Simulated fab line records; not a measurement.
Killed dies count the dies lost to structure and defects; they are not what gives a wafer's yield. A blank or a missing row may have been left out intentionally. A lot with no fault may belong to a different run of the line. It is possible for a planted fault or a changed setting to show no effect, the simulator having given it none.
Split-lot experiment -- flow n5-finfet -- 21 wafers read from 7 lots, route of 1938 steps

SPLIT DETAILS
At N5_MOL_CONTACT_COAG_ALD_131 (deposits SiO2, target thk 5 nm, pulse time 1 s, co reactant pulse time 1 s), the setting ald-cycles was moved away from the recipe's 35 on 10 of the 21 wafers read, by -17.1% to +14.3%. For the rest of the wafers, this setting stayed at what the recipe calls for.

Reading taken at the split's own step.

THE READING
SiO2_of_MOL_CONTACT_COAG_ALD_131.thk-nm (the simulator's own value, which no gauge read), in nm, at N5_MOL_CONTACT_COAG_ALD_131 (deposits SiO2, target thk 5 nm, pulse time 1 s, co reactant pulse time 1 s). The file does not state a usual value for it.

wafer,"tool, chamber at the split",ald-cycles as run,against the recipe,"SiO2_of_MOL_CONTACT_COAG_ALD_131.thk-nm, nm",against lot-mates on the recipe
L076.2,"ald-sin-02, 3,0",35,recipe,5,-
L076.6,"ald-sin-02, 3,0",35,recipe,5,-
L076.4,"ald-sin-02, 3",32,-8.6%,4.6,-0.4
L078.1,"ald-sin-04, 1",35,recipe,5,-
L078.2,"ald-sin-04, 2,1",33,-5.7%,4.8,-0.2
L078.6,"ald-sin-04, 2,1",33,-5.7%,4.8,-0.2
L082.3,"ald-sin-04, 0",37,+5.7%,5.2,+0.2
L082.4,"ald-sin-04, 1",37,+5.7%,5.4,+0.4
L082.5,"ald-sin-04, 1",35,recipe,5,-
L083.1,"ald-sin-04, 0",35,recipe,5,-
L083.2,"ald-sin-04, 3,1",29,-17.1%,4.2,-0.8
L083.5,"ald-sin-04, 3,1",29,-17.1%,4.2,-0.8
L089.2,"ald-sin-02, 2,0",35,recipe,5,-
L089.3,"ald-sin-02, 2,0",35,recipe,5,-
L089.4,"ald-sin-02, 1",40,+14.3%,5.8,+0.8
L092.1,"ald-sin-04, 2,1,0",35,recipe,5,-
L092.2,"ald-sin-04, 2,1,0",35,recipe,5,-
L092.4,"ald-sin-04, 2,1,0",35,recipe,5,-
L096.1,"ald-sin-04, 0,1",32,-8.6%,4.6,-0.4
L096.2,"ald-sin-04, 0,1",32,-8.6%,4.6,-0.4
L096.3,"ald-sin-04, 2",35,recipe,5,-
Rows listing several chambers each stand for several wafers; the file does not say which wafer went through which chamber.

THE FIT
A straight line over all 21 wafers: SiO2_of_MOL_CONTACT_COAG_ALD_131.thk-nm changes by +0.0488 nm for each +1% of ald-cycles; r = +0.99; the points scatter about the line by 0.045 nm.
The same after taking each lot's own level away (the mean of its wafers on the recipe; 21 wafers): +0.0488 nm for each +1%; r = +0.99; scatter 0.045 nm.
That fit puts the effect of the largest move of ald-cycles on the reading at 0.84 nm.
The lots' own levels span 5.00 to 5.00 nm.
Hence the lot-to-lot level has little effect on the slope; both slopes agree.
Check: for one of the wafers moved furthest among these (-17.1%), held out of the fit, the line's prediction against its lot-mates is -0.822 nm. It came out at -0.8 nm against them.

FURTHER SPLITS ON THESE WAFERS
Note: prior to the reading, these wafers also went through further splits. Each is held against what the fit with the lots' levels taken away leaves over:
other split on the same wafers,wafers away from the commonest value,r with SiO2_of_MOL_CONTACT_COAG_ALD_131.thk-nm (lot level and that fit taken away)
N5_GATE_CUT_ETCH_37 bias-w,7,-0.44
N5_MOL_CONTACT_COAG_ALD_27 ald-cycles,5,+0.22
N5_MOL_CONTACT_COAG_EXPOSE_81 dose-mj,7,+0.10

FILE'S OWN FIT
SiO2_of_MOL_CONTACT_COAG_ALD_131.thk-nm changes by +0.0491 nm for each +1% of ald-cycles, r = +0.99.
